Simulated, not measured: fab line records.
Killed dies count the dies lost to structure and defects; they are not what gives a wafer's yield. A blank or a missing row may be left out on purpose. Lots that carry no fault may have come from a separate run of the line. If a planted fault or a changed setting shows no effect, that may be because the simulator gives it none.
Matching of chambers / flow nand-harc / rie-diel-07 running NHARC_P_STI_DESCUM_14: 4 sister chambers
The step chemistry O2, time 3 s. 14 wafers are shown with their chamber, then 7 later ones without.

## WAFERS PAIRED WITH THEIR CHAMBERS
wafer=L080.1; chamber=3; showerhead-plenum-p-Torr (Torr)=1.93; drypump-motor-current-A (A)=5.4; oes-product-au (a.u.)=0.996
wafer=L080.2; chamber=1; showerhead-plenum-p-Torr (Torr)=1.82; drypump-motor-current-A (A)=6.2; oes-product-au (a.u.)=0.982
wafer=L080.3; chamber=0; showerhead-plenum-p-Torr (Torr)=1.92; drypump-motor-current-A (A)=5.9; oes-product-au (a.u.)=0.971
wafer=L080.4; chamber=2; showerhead-plenum-p-Torr (Torr)=2.02; drypump-motor-current-A (A)=6.5; oes-product-au (a.u.)=1.003
wafer=L080.5; chamber=1; showerhead-plenum-p-Torr (Torr)=1.82; drypump-motor-current-A (A)=6.2; oes-product-au (a.u.)=0.966
wafer=L080.6; chamber=2; showerhead-plenum-p-Torr (Torr)=2.02; drypump-motor-current-A (A)=6.5; oes-product-au (a.u.)=1.005
wafer=L081.1; chamber=0; showerhead-plenum-p-Torr (Torr)=1.92; drypump-motor-current-A (A)=5.9; oes-product-au (a.u.)=0.974
wafer=L081.2; chamber=3; showerhead-plenum-p-Torr (Torr)=1.93; drypump-motor-current-A (A)=5.4; oes-product-au (a.u.)=1.008
wafer=L081.3; chamber=2; showerhead-plenum-p-Torr (Torr)=2.02; drypump-motor-current-A (A)=6.5; oes-product-au (a.u.)=1.008
wafer=L085.2; chamber=2; showerhead-plenum-p-Torr (Torr)=2.02; drypump-motor-current-A (A)=6.5; oes-product-au (a.u.)=1.022
wafer=L085.3; chamber=1; showerhead-plenum-p-Torr (Torr)=1.81; drypump-motor-current-A (A)=6.1; oes-product-au (a.u.)=1.013
wafer=L085.5; chamber=2; showerhead-plenum-p-Torr (Torr)=2.02; drypump-motor-current-A (A)=6.5; oes-product-au (a.u.)=1.022
wafer=L085.1; chamber=3; showerhead-plenum-p-Torr (Torr)=1.93; drypump-motor-current-A (A)=5.4; oes-product-au (a.u.)=0.999
wafer=L085.4; chamber=0; showerhead-plenum-p-Torr (Torr)=1.92; drypump-motor-current-A (A)=5.9; oes-product-au (a.u.)=1.000

SIGNATURES, as means of the wafers listed above
reading=showerhead-plenum-p-Torr; chamber 0=1.9200; chamber 1=1.8167; chamber 2=2.0200; chamber 3=1.9300; scatter within a chamber=0.00258
reading=drypump-motor-current-A; chamber 0=5.900; chamber 1=6.167; chamber 2=6.500; chamber 3=5.400; scatter within a chamber=0.0258
reading=oes-product-au; chamber 0=0.98167; chamber 1=0.98700; chamber 2=1.01200; chamber 3=1.00100; scatter within a chamber=0.0144
Rule: for a wafer and a chamber, the distance is found by dividing, reading by reading, the gap between the wafer's reading and the chamber's mean by the reading's scatter, squaring, summing and taking the root. If the next closest chamber is less than 2 further off than the closest, the wafer can't be placed; otherwise it belongs to the closest. The scatter is the square root of a quotient: the sum, over the shown wafers, of each reading's squared deviation from its chamber's mean, divided by wafers minus chambers.

## WAFERS WITH NO CHAMBER GIVEN
wafer=L085.6; showerhead-plenum-p-Torr (Torr)=1.93; drypump-motor-current-A (A)=5.4; oes-product-au (a.u.)=0.998
wafer=L086.1; showerhead-plenum-p-Torr (Torr)=1.81; drypump-motor-current-A (A)=6.2; oes-product-au (a.u.)=1.014
wafer=L086.2; showerhead-plenum-p-Torr (Torr)=2.02; drypump-motor-current-A (A)=6.5; oes-product-au (a.u.)=1.026
wafer=L086.6; showerhead-plenum-p-Torr (Torr)=1.92; drypump-motor-current-A (A)=5.9; oes-product-au (a.u.)=0.999
wafer=L097.2; showerhead-plenum-p-Torr (Torr)=1.92; drypump-motor-current-A (A)=5.9; oes-product-au (a.u.)=1.002
wafer=L097.3; showerhead-plenum-p-Torr (Torr)=2.02; drypump-motor-current-A (A)=6.4; oes-product-au (a.u.)=1.021
wafer=L097.6; showerhead-plenum-p-Torr (Torr)=1.92; drypump-motor-current-A (A)=5.9; oes-product-au (a.u.)=0.984

## EACH ONE'S CHAMBER
wafer=L085.6; from the rows above=3; in truth=3
wafer=L086.1; from the rows above=1; in truth=1
wafer=L086.2; from the rows above=2; in truth=2
wafer=L086.6; from the rows above=0; in truth=0
wafer=L097.2; from the rows above=0; in truth=0
wafer=L097.3; from the rows above=2; in truth=2
wafer=L097.6; from the rows above=0; in truth=0
Correct placement for 7 of the 7. Can't be placed from these rows: 0. Number placed wrongly: 0.
